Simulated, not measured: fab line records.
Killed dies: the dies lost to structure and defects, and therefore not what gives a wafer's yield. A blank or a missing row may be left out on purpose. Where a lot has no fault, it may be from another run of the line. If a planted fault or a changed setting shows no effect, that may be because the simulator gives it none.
fab line records	flow n5Finfet	part 1 of 2: steps 1 to 23 of 33
record: lots: 5	wafers: 15	lastDay: 17
route steps=1938 shown BEOL_M4@1065
lots that met no fault: taken from a fault-free run of the same line
startH: the number of hours between the record's first day and the start of the first shown wafer of the lot	waitH: hours since the lot's step before	" unchanged from the row above	L1.1+2: a single row standing in for several wafers	- no value, or no start was given	* or withheld: withheld	< > ~ a bound
route shown NAME@n: a module of which the file shows steps, and the number in the route of the first	usual: mean/standard deviation of fault-free wafers	same: alike in all rows	chamber/n: place in a boat	sites: the reading at each site	_std_site: standard deviation of those values	_edge_site: mean of outer sites minus mean of inner sites	radiusMm: for every site, how far away it sits from the centre of the wafer	mask NAME#n: copy n	behind: the last tool/chamber to shape the wafer	hold: the reason the lot was held/the length of the hold in hours/how it ended	device: whichever transistor did not switch (one of n, p or np)	end of line: tests of these same wafers at the route's end	step lacking rows: just its recipe	killed: not the wafer's yield, but the dies lost to structure and defects at the first sort	map: shows each die of a wafer: x if killed, . if not, _ if none is there
set.NAME: the setting as run; set.NAME@STEP: as run at that earlier step	model.NAME: the simulator's own value behind a step, which no gauge read
a table for each step, a row for each wafer; lots at some steps of the route
services: from which hour (startH, from the record's first day; less than 0 if before it) a tool's chamber was out of use, for how many hours, and why
== steps ==
step: N5_BEOL_M4_STRIP_71
recipe: chemistry: N2/H2	tempC: 40	n2FlowSccm: 200	h2FlowSccm: 200	rfFrequencyHz: 6e+07
lot.wafer	tool	chamber	startH	waitH
L074.2+4+5	rieDiel-06	2,3,1	157.01	0.0
L078.3+4+5	rieDiel-05	3,1,0	199.96	0.0
L083.1+2+6	rieDiel-05	0,3,3	212.50	0.0
L086.3+4+6	rieDiel-06	3,1,1	245.51	0.0
L093.2+5+6	rieDiel-06	2,3,0	283.48	0.0
step: N5_BEOL_M4_STRIP_78
recipe: chemistry: N2/H2	tempC: 40	n2FlowSccm: 200	h2FlowSccm: 200	rfFrequencyHz: 6e+07
lot.wafer	tool	chamber	startH	waitH
L074.2+4+5	rieDiel-06	2,3,1	157.02	0.0
L078.3+4+5	rieDiel-05	3,1,0	199.97	0.0
L083.1+2+6	rieDiel-05	0,3,3	212.51	0.0
L086.3+4+6	rieDiel-06	3,1,1	245.52	0.0
L093.2+5+6	rieDiel-06	2,3,0	283.49	0.0
step: N5_BEOL_M4_VIA_ETCH_34
recipe: chemistry: C4F6/O2	targetDepthA: 694	maskMaterial: SOC	pressureMtorr: 15	ionEnergyEv: 250	taperDeg: 4	timeS: 65.9	sourceW: 350	biasW: 170	Ar_flow_sccm: 300	C4F6_flow_sccm: 10	O2_flow_sccm: 10
usual: biasW: 170.1/0.56	drypumpMotorCurrentA: 5.8/0.42	oesProductAu: 0.77/0.092	rfVppV: 664/9.5	showerheadPlenumPTorr: 2.85/0.11	throttleValvePct: 30.76/0.22
lot.wafer	tool	chamber	startH	waitH	biasW	drypumpMotorCurrentA	oesProductAu	rfHoursCounterH	rfVppV	showerheadPlenumPTorr	throttleValvePct
L074.2	rieDiel-06	2	157.03	0.0	170.7	5.5	0.71	202	668	2.69	30.61
L074.4	"	3	"	"	170.0	5.7	0.80	124	680	2.97	30.81
L074.5	"	1	"	"	169.3	5.7	0.72	-	667	2.82	31.30
L078.3	rieDiel-05	3	199.98	0.0	169.9	5.1	0.71	211	650	2.83	30.93
L078.4	"	1	"	"	170.4	6.6	0.96	17	660	3.04	31.08
L078.5	"	0	"	"	169.3	5.3	0.75	-	657	2.62	31.11
L083.1	rieDiel-05	0	212.52	0.0	170.9	5.3	0.74	169	656	2.62	31.13
L083.2	"	3	"	"	170.7	5.1	0.71	216	650	2.83	30.96
L083.6	"	3	"	"	170.8	5.1	0.71	-	650	2.83	30.94
L086.3	rieDiel-06	3	245.53	0.0	170.4	5.7	0.77	151	678	2.96	30.84
L086.4	"	1	"	"	170.2	5.7	0.94	6	667	2.81	30.88
L086.6	"	1	"	"	170.2	5.7	0.94	-	667	2.81	30.89
L093.2	rieDiel-06	2	283.50	0.0	170.2	5.6	0.68	249	666	2.67	30.68
L093.5	"	3	"	"	170.9	5.7	0.77	-	679	2.95	30.86
L093.6	"	0	"	"	169.1	6.0	0.73	-	659	2.93	30.89
step: N5_BEOL_M4_STRIP_83
recipe: chemistry: C4F6/O2	resist: SiARC	rfFrequencyHz: 6e+07
lot.wafer	tool	chamber	startH	waitH
L074.2+4+5	rieDiel-06	2,3,1	157.08	0.0
L078.3+4+5	rieDiel-05	3,1,0	200.03	0.0
L083.1+2+6	rieDiel-05	0,3,3	212.57	0.0
L086.3+4+6	rieDiel-06	3,1,1	245.58	0.0
L093.2+5+6	rieDiel-06	2,3,0	283.55	0.0
step: N5_BEOL_M4_STRIP_36
recipe: chemistry: N2/H2	powerW: 450	tempC: 40	pressureMtorr: 20	rfFrequencyHz: 6e+07	overashFraction: 0.3	biasPowerW: 7	h2Frac: 0.5	n2FlowSccm: 200	h2FlowSccm: 200
usual: drypumpMotorCurrentA: 5.8/0.42	oesProductAu: 0.77/0.092	rfVppV: 59.4/1.5	showerheadPlenumPTorr: 2.55/0.1	throttleValvePct: 23.6/0.31
lot.wafer	tool	chamber	startH	waitH	drypumpMotorCurrentA	oesProductAu	rfHoursCounterH	rfVppV	showerheadPlenumPTorr	throttleValvePct
L074.2	rieDiel-06	2	157.09	0.0	5.5	0.71	202	61.5	2.41	23.7
L074.4	"	3	"	"	5.7	0.80	124	61.6	2.64	23.3
L074.5	"	1	"	"	5.8	0.71	-	57.0	2.52	24.3
L078.3	rieDiel-05	3	200.04	0.0	5.1	0.72	211	59.6	2.49	23.5
L078.4	"	1	"	"	6.6	0.96	17	59.9	2.73	23.9
L078.5	"	0	"	"	5.3	0.75	-	60.3	2.35	24.1
L083.1	rieDiel-05	0	212.58	0.0	5.3	0.74	169	58.9	2.34	24.2
L083.2	"	3	"	"	5.1	0.72	216	59.0	2.49	23.5
L083.6	"	3	"	"	5.1	0.71	-	57.8	2.49	23.5
L086.3	rieDiel-06	3	245.59	0.0	5.7	0.78	151	56.1	2.62	23.3
L086.4	"	1	"	"	5.8	0.94	6	60.7	2.51	23.9
L086.6	"	1	"	"	5.7	0.94	-	60.1	2.51	23.9
L093.2	rieDiel-06	2	283.56	0.0	5.6	0.68	249	59.5	2.39	23.8
L093.5	"	3	"	"	5.8	0.75	-	59.9	2.62	23.4
L093.6	"	0	"	"	6.1	0.73	-	60.3	2.63	23.9
step: N5_BEOL_M4_TRENCH_ETCH_37
recipe: chemistry: C4F6/O2	targetDepthA: 555.55	target: SiOC	timeS: 29.2	ionEnergyEv: 250	pressureMtorr: 30	sourceW: 355	biasW: 185	Ar_flow_sccm: 300	C4F6_flow_sccm: 10	O2_flow_sccm: 10
usual: biasW: 185.1/0.5	drypumpMotorCurrentA: 5.8/0.42	oesProductAu: 0.77/0.093	rfVppV: 664/9.7	showerheadPlenumPTorr: 2.85/0.11	throttleValvePct: 20.87/0.18
lot.wafer	tool	chamber	startH	waitH	biasW	drypumpMotorCurrentA	oesProductAu	rfHoursCounterH	rfVppV	showerheadPlenumPTorr	throttleValvePct
L074.2	rieDiel-06	2	-	-	185.3	5.6	0.71	202	669	2.70	20.80
L074.4	"	3	"	"	183.9	5.7	0.79	124	680	2.97	20.91
L074.5	"	1	"	"	185.9	5.8	0.72	-	667	2.83	21.26
L078.3	rieDiel-05	3	-	-	186.1	5.1	0.72	211	650	2.84	20.98
L078.4	"	1	"	"	184.5	6.6	0.95	17	662	3.05	21.03
L078.5	"	0	"	"	185.3	5.3	0.75	-	656	2.62	21.13
L083.1	rieDiel-05	0	-	-	185.4	5.3	0.74	169	655	2.62	21.13
L083.2	"	3	"	"	184.5	5.1	0.71	216	650	2.83	20.97
L083.6	"	3	"	"	184.5	5.1	0.72	-	650	2.83	21.00
L086.3	rieDiel-06	3	-	-	184.3	5.7	0.76	151	679	2.96	20.95
L086.4	"	1	"	"	184.4	5.7	0.93	6	666	2.82	20.85
L086.6	"	1	"	"	185.3	5.8	0.94	-	666	2.82	20.85
L093.2	rieDiel-06	2	-	-	185.0	5.6	0.68	249	669	2.68	20.87
L093.5	"	3	"	"	185.3	5.7	0.75	-	679	2.95	20.97
L093.6	"	0	"	"	184.7	5.9	0.74	-	660	2.94	20.89
step: N5_BEOL_M4_ETCH_41
recipe: chemistry: CH3F/O2	target: SiCN	targetDepthA: 299	taperDeg: 2	timeS: 52.5	ionEnergyEv: 120	maskMaterial: TiN	pressureMtorr: 30	sourceW: 395	biasW: 75	Ar_flow_sccm: 150	CH3F_flow_sccm: 30	O2_flow_sccm: 20
usual: biasW: 75.06/0.21	drypumpMotorCurrentA: 5.8/0.41	oesProductAu: 0.77/0.092	rfVppV: 297.4/1.9	showerheadPlenumPTorr: 2.01/0.083	throttleValvePct: 16.35/0.19
lot.wafer	tool	chamber	startH	waitH	biasW	drypumpMotorCurrentA	oesProductAu	rfHoursCounterH	rfVppV	showerheadPlenumPTorr	throttleValvePct
L074.2	rieDiel-06	2	-	-	75.31	5.6	0.71	202	295.3	1.89	16.32
L074.4	"	3	"	"	75.03	5.7	0.79	124	298.7	2.09	16.38
L074.5	"	1	"	"	75.27	5.7	0.72	-	298.2	1.98	16.65
L078.3	rieDiel-05	3	-	-	75.13	5.1	0.72	211	295.5	1.99	16.44
L078.4	"	1	"	"	75.12	6.6	0.95	17	300.9	2.14	16.36
L078.5	"	0	"	"	75.05	5.3	0.75	-	294.5	1.83	16.58
L083.1	rieDiel-05	0	-	-	75.16	5.3	0.74	169	293.1	1.83	16.61
L083.2	"	3	"	"	75.11	5.1	0.71	216	296.0	1.99	16.45
L083.6	"	3	"	"	75.15	5.1	0.71	-	296.6	1.99	16.46
L086.3	rieDiel-06	3	-	-	74.91	5.7	0.78	151	299.7	2.08	16.43
L086.4	"	1	"	"	75.12	5.7	0.93	6	296.4	1.97	16.21
L086.6	"	1	"	"	75.31	5.7	0.94	-	296.9	1.97	16.21
L093.2	rieDiel-06	2	-	-	75.25	5.6	0.69	249	295.0	1.88	16.40
L093.5	"	3	"	"	75.11	5.7	0.76	-	299.7	2.08	16.46
L093.6	"	0	"	"	74.89	6.1	0.73	-	298.3	2.07	16.42
step: N5_BEOL_M4_STRIP_97
recipe: chemistry: N2/H2	timeS: 10	powerW: 450	tempC: 40	pressureMtorr: 20	rfFrequencyHz: 6e+07	biasPowerW: 7	n2FlowSccm: 200	h2FlowSccm: 200
usual: drypumpMotorCurrentA: 5.8/0.42	oesProductAu: 0.77/0.093	rfVppV: 59.2/0.93	showerheadPlenumPTorr: 2.55/0.1	throttleValvePct: 23.6/0.31
lot.wafer	tool	chamber	startH	waitH	drypumpMotorCurrentA	oesProductAu	rfHoursCounterH	rfVppV	showerheadPlenumPTorr	throttleValvePct
L074.2	rieDiel-06	2	-	-	5.6	0.70	202	58.4	2.41	23.7
L074.4	"	3	"	"	5.8	0.80	124	58.7	2.64	23.3
L074.5	"	1	"	"	5.8	0.72	-	58.7	2.52	24.3
L078.3	rieDiel-05	3	-	-	5.2	0.72	211	58.1	2.49	23.5
L078.4	"	1	"	"	6.6	0.97	17	59.4	2.73	23.9
L078.5	"	0	"	"	5.3	0.75	-	57.2	2.34	24.2
L083.1	rieDiel-05	0	-	-	5.3	0.75	169	60.0	2.34	24.2
L083.2	"	3	"	"	5.2	0.71	216	58.9	2.49	23.5
L083.6	"	3	"	"	5.2	0.71	-	60.4	2.49	23.5
L086.3	rieDiel-06	3	-	-	5.7	0.77	151	60.0	2.63	23.3
L086.4	"	1	"	"	5.8	0.94	6	59.8	2.51	23.9
L086.6	"	1	"	"	5.8	0.93	-	58.8	2.51	23.9
L093.2	rieDiel-06	2	-	-	5.6	0.67	249	58.5	2.39	23.8
L093.5	"	3	"	"	5.7	0.76	-	60.0	2.62	23.4
L093.6	"	0	"	"	6.0	0.74	-	59.9	2.63	23.9
step: N5_BEOL_M4_OCD_MEAS_38
usual: trenchDepthNm: 55.1/1.2
lot.wafer	tool	chamber	startH	waitH	trenchDepthNm
L074.2	ocd-01	-	157.29	-	55.8
L074.4	"	-	"	"	55.7
L074.5	"	-	"	"	54.8
L078.3	ocd-02	-	200.24	-	55.5
L078.4	"	-	"	"	56.5
L078.5	"	-	"	"	56.2
L083.1	ocd-01	-	212.78	-	55.3
L083.2	"	-	"	"	55.4
L083.6	"	-	"	"	54.8
L086.3	ocd-02	-	245.78	-	54.8
L086.4	"	-	"	"	55.7
L086.6	"	-	"	"	56.9
L093.2	ocd-01	-	283.76	-	55.6
L093.5	"	-	"	"	54.7
L093.6	"	-	"	"	53.8
step: N5_BEOL_M4_HM_STRIP_39
recipe: chemistry: peroxideTinStrip	material: TiN	targetDepthA: 250	tempC: 50	timeS: 158
lot.wafer	tool	chamber	startH	waitH
L074.2+4+5	wetBench-06	2,5,1	157.32	0.0
L078.3+4+5	wetBench-06	2,6,3	200.27	0.0
L083.1+2+6	wetBench-01	1,3,0	212.81	0.0
L086.3+4+6	wetBench-01	6,5,4	245.81	0.0
L093.2+5+6	wetBench-01	2,3,4	283.79	0.0
step: N5_BEOL_M4_SRD_40
recipe: timeS: 30	tempC: 23	rinseLiquid: diw	dry: ipaMarangoni
lot.wafer	tool	chamber	startH	waitH
L074.2+4+5	wetBench-06	2,5,1	157.36	0.0
L078.3+4+5	wetBench-06	2,6,3	200.32	0.0
L083.1+2+6	wetBench-01	1,3,0	212.86	0.0
L086.3+4+6	wetBench-01	6,5,4	245.86	0.0
L093.2+5+6	wetBench-01	2,3,4	283.83	0.0
step: N5_BEOL_M4_PRECLEAN_42
recipe: chemistry: residueRemover	timeS: 60	tempC: 40
lot.wafer	tool	chamber	startH	waitH
L074.2+4+5	wetBench-06	2,5,1	157.38	0.0
L078.3+4+5	wetBench-06	2,6,3	200.33	0.0
L083.1+2+6	wetBench-01	1,3,0	212.88	0.0
L086.3+4+6	wetBench-01	6,5,4	245.88	0.0
L093.2+5+6	wetBench-01	2,3,4	283.85	0.0
step: N5_BEOL_M4_SRD_43
recipe: timeS: 30	tempC: 23	rinseLiquid: diw	dry: ipaMarangoni
lot.wafer	tool	chamber	startH	waitH
L074.2+4+5	wetBench-06	2,5,1	157.40	0.0
L078.3+4+5	wetBench-06	2,6,3	200.35	0.0
L083.1+2+6	wetBench-01	1,3,0	212.89	0.0
L086.3+4+6	wetBench-01	6,5,4	245.89	0.0
L093.2+5+6	wetBench-01	2,3,4	283.87	0.0
step: N5_BEOL_M4_CD_MEAS_35
recipe: targetCdNm: 18	targetCdYNm: 22.4	polarity: opening
usual: cdNm: 17.9/0.39
lot.wafer	tool	chamber	startH	waitH	cdNm
L074.2	cdSem-01	-	157.44	0.0	18.1
L074.4	"	-	"	"	18.3
L074.5	"	-	"	"	17.9
L078.3	cdSem-01	-	200.40	0.0	17.4
L078.4	"	-	"	"	18.3
L078.5	"	-	"	"	17.6
L083.1	cdSem-01	-	212.93	0.0	18.4
L083.2	"	-	"	"	18.0
L083.6	"	-	"	"	18.3
L086.3	cdSem-01	-	245.94	0.0	17.7
L086.4	"	-	"	"	18.3
L086.6	"	-	"	"	18.2
L093.2	cdSem-03	-	283.91	0.0	18.1
L093.5	"	-	"	"	17.1
L093.6	"	-	"	"	18.0
step: N5_BEOL_M4_DEGAS_44
recipe: ambient: vacuum	tempC: 250	timeS: 60
usual: heaterPowerW: 318/27
lot.wafer	tool	chamber	startH	waitH	heaterPowerW
L074.2	pvdSputter-01	-	157.84	0.4	330
L074.4	"	-	"	"	301
L074.5	"	-	"	"	302
L078.3	pvdSputter-03	-	200.52	0.1	299
L078.4	"	-	"	"	330
L078.5	"	-	"	"	332
L083.1	pvdSputter-02	-	213.48	0.5	403
L083.2	"	-	"	"	307
L083.6	"	-	"	"	322
L086.3	pvdSputter-02	-	246.37	0.4	326
L086.4	"	-	"	"	405
L086.6	"	-	"	"	265
L093.2	pvdSputter-03	-	284.69	0.8	297
L093.5	"	-	"	"	336
L093.6	"	-	"	"	300
step: N5_BEOL_M4_PRE_CLEAN_45
recipe: gas: H2/He	timeS: 30	tempC: 250
usual: heaterPowerW: 318/27
lot.wafer	tool	chamber	startH	waitH	heaterPowerW
L074.2	pvdSputter-01	-	157.88	0.0	333
L074.4	"	-	"	"	305
L074.5	"	-	"	"	301
L078.3	pvdSputter-03	-	200.56	0.0	315
L078.4	"	-	"	"	329
L078.5	"	-	"	"	334
L083.1	pvdSputter-02	-	213.52	0.0	395
L083.2	"	-	"	"	323
L083.6	"	-	"	"	330
L086.3	pvdSputter-02	-	246.41	0.0	320
L086.4	"	-	"	"	407
L086.6	"	-	"	"	261
L093.2	pvdSputter-03	-	284.73	0.0	310
L093.5	"	-	"	"	318
L093.6	"	-	"	"	307
step: N5_BEOL_M4_ALD_84
recipe: material: TaN	targetThkA: *	tempC: 275	aldPrecursorFamily: PDMAT	aldCoReactant: NH3	pressureTorr: 3	carrierFlowSccm: 1500	pulseTimeS: 2	purgeTimeS: 3	coReactantPurgeTimeS: 2	coReactantPulseTimeS: 3	aldCycles: 30	precursorVesselTempC: 75	precursorVesselPressureTorr: 26.25	precursorVesselCarrierSccm: 1000
usual: heaterPowerW: 420/37	mfcCarrierSccm: 1500/5.2	precursorVesselTempC: 75.00/0.13
lot.wafer	tool	chamber	startH	waitH	heaterPowerW	mfcCarrierSccm	precursorVesselTempC
L074.2	aldMetal-02	0	157.94	0.0	362	1494	75.16
L074.4	"	3	"	"	458	1509	75.03
L074.5	"	3	"	"	459	1504	75.15
L078.3	aldMetal-04	1	200.82	0.2	395	1496	75.20
L078.4	"	3	"	"	359	1502	75.03
L078.5	"	2	"	"	418	1511	75.17
L083.1	aldMetal-02	1	213.64	0.1	449	1508	74.96
L083.2	"	3	"	"	459	1502	74.95
L083.6	"	3	"	"	465	1501	74.93
L086.3	aldMetal-02	3	246.47	0.0	461	1494	75.20
L086.4	"	3	"	"	464	1489	75.15
L086.6	"	2	"	"	379	1502	74.94
L093.2	aldMetal-04	0	284.79	0.0	416	1492	75.21
L093.5	"	1	"	"	392	1499	75.03
L093.6	"	2	"	"	402	1513	75.09
step: N5_BEOL_M4_SURFACE_TREAT_85
recipe: gas: Ar	timeS: *	ionEnergyEv: *	ionCurrentMaCm2: 0.5	pressureMtorr: *	arFlowSccm: 30
usual: throttleValvePct: *
lot.wafer	tool	chamber	startH	waitH	throttleValvePct
L074.2	pvdSputter-01	-	158.18	0.1	*
L074.4	"	-	"	"	*
L074.5	"	-	"	"	*
L078.3	pvdSputter-03	-	201.30	0.4	*
L078.4	"	-	"	"	*
L078.5	"	-	"	"	*
L083.1	pvdSputter-02	-	213.94	0.2	*
L083.2	"	-	"	"	*
L083.6	"	-	"	"	*
L086.3	pvdSputter-03	-	246.73	0.2	*
L086.4	"	-	"	"	*
L086.6	"	-	"	"	*
L093.2	pvdSputter-03	-	285.03	0.1	*
L093.5	"	-	"	"	*
L093.6	"	-	"	"	*
step: N5_BEOL_M4_CVD_47
recipe: material: Co	targetThkA: 30	tempC: withheld	precursor: CCTBA/H2	pressureTorr: 30	timeS: 223.8
lot.wafer	tool	chamber	startH	waitH
L074.2+4+5	cvdCo-02	0,0,1	158.47	0.3
L078.3+4+5	cvdCo-01	0,2,1	201.36	0.0
L083.1+2+6	cvdCo-02	1,0,0	214.00	0.0
L086.3+4+6	cvdCo-01	1,2,0	246.82	0.1
L093.2+5+6	cvdCo-02	0,1,0	285.09	0.0
step: N5_BEOL_M4_SPUTTER_48
recipe: material: Cu	targetThkA: 45	tempC: -20	chamberPressurePa: 0.07	powerW: withheld	timeS: 8.29
usual: throttleValvePct: 30.1/1.5
lot.wafer	tool	chamber	startH	waitH	throttleValvePct
L074.2	pvdSputter-02	-	158.77	0.2	32.6
L074.4	"	-	"	"	32.4
L074.5	"	-	"	"	28.5
L078.3	pvdSputter-02	-	201.55	0.1	28.4
L078.4	"	-	"	"	31.0
L078.5	"	-	"	"	32.6
L083.1	pvdSputter-02	-	216.02	2.0	31.0
L083.2	"	-	"	"	28.3
L083.6	"	-	"	"	30.9
L086.3	pvdSputter-03	-	247.07	0.2	28.4
L086.4	"	-	"	"	27.8
L086.6	"	-	"	"	27.8
L093.2	pvdSputter-02	-	285.53	0.4	28.7
L093.5	"	-	"	"	28.9
L093.6	"	-	"	"	30.8
step: N5_BEOL_M4_ANNEAL_49
recipe: tempC: 400	timeS: 240	ambient: vacuum
usual: heaterPowerW: 793/96
lot.wafer	tool	chamber	startH	waitH	heaterPowerW
L074.2	pvdSputter-02	-	158.85	0.0	626
L074.4	"	-	"	"	659
L074.5	"	-	"	"	806
L078.3	pvdSputter-02	-	201.63	0.0	830
L078.4	"	-	"	"	776
L078.5	"	-	"	"	624
L083.1	pvdSputter-02	-	216.10	0.0	789
L083.2	"	-	"	"	806
L083.6	"	-	"	"	777
L086.3	pvdSputter-03	-	247.15	0.0	816
L086.4	"	-	"	"	739
L086.6	"	-	"	"	760
L093.2	pvdSputter-02	-	285.61	0.0	810
L093.5	"	-	"	"	1005
L093.6	"	-	"	"	769
step: N5_BEOL_M4_SPUTTER_79
recipe: material: Cu	targetThkA: 45	tempC: -20	chamberPressurePa: 0.07	powerW: withheld	timeS: 8.29
usual: throttleValvePct: 30.1/1.5
lot.wafer	tool	chamber	startH	waitH	throttleValvePct
L074.2	pvdSputter-02	-	158.99	0.1	32.5
L074.4	"	-	"	"	32.5
L074.5	"	-	"	"	28.5
L078.3	pvdSputter-02	-	201.77	0.1	28.2
L078.4	"	-	"	"	30.8
L078.5	"	-	"	"	32.4
L083.1	pvdSputter-02	-	216.24	0.1	31.0
L083.2	"	-	"	"	28.5
L083.6	"	-	"	"	30.8
L086.3	pvdSputter-03	-	247.29	0.1	28.6
L086.4	"	-	"	"	27.8
L086.6	"	-	"	"	28.0
L093.2	pvdSputter-02	-	285.75	0.1	28.5
L093.5	"	-	"	"	29.0
L093.6	"	-	"	"	30.8
step: N5_BEOL_M4_ANNEAL_80
recipe: tempC: 400	timeS: 240	ambient: vacuum
usual: heaterPowerW: 794/97
lot.wafer	tool	chamber	startH	waitH	heaterPowerW
L074.2	pvdSputter-02	-	159.07	0.0	648
L074.4	"	-	"	"	634
L074.5	"	-	"	"	823
L078.3	pvdSputter-02	-	201.85	0.0	809
L078.4	"	-	"	"	784
L078.5	"	-	"	"	644
L083.1	pvdSputter-02	-	216.32	0.0	791
L083.2	"	-	"	"	813
L083.6	"	-	"	"	768
L086.3	pvdSputter-03	-	247.37	0.0	830
L086.4	"	-	"	"	752
L086.6	"	-	"	"	753
L093.2	pvdSputter-02	-	285.83	0.0	803
L093.5	"	-	"	"	1015
L093.6	"	-	"	"	791
